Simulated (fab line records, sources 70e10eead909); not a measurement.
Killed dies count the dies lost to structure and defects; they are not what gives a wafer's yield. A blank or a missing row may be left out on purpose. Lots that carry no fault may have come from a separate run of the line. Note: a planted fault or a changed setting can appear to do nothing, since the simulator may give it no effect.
Which of the tools did it? ; flow nand_harc ; route of 1302 steps, sampled at 1 step: 6 lots, 17 wafers

== WHAT THE GAUGES READ, wafer by wafer ==
NHARC_A_BLC_INSPECT_12.
lot;measured;on;raw_defect_count
L687;day 23 07:35;defect_inspect-02;116 135 120
L686;day 23 11:48;defect_inspect-01;45 62 52
L693;day 26 17:08;defect_inspect-02;77 77
L701;day 29 17:12;defect_inspect-02;26 27 29
L703;day 30 12:52;defect_inspect-02;149 140 138
L707;day 32 14:03;defect_inspect-01;140 153 124

== EACH LOT AND THE TOOL THAT RAN IT (in order: tool; ch and the chambers of the sampled wafers; start) ==
The record holds no process step before these readings.

== THE ANSWER, worked out from the rows above alone ==
Rule: what is usual is taken from the lots themselves. The widest of any qualifying gaps counts: lots, ordered by their means at a reading, are off when they make up no more than a third of the lots, leave a main group of 4 or more, and stand apart from it by 3 or more times the standard deviation of that group's means. Not used: any main group whose means are identical at the precision the tables above print for the reading. Also off: a lot with no number at a reading for which 4 or more lots have one. All remaining lots with rows at the step are treated as sound.
Across all readings shown, no lot is off: no conclusion can be drawn from this.

== WHAT THE SIMULATOR HAD PUT IN ==
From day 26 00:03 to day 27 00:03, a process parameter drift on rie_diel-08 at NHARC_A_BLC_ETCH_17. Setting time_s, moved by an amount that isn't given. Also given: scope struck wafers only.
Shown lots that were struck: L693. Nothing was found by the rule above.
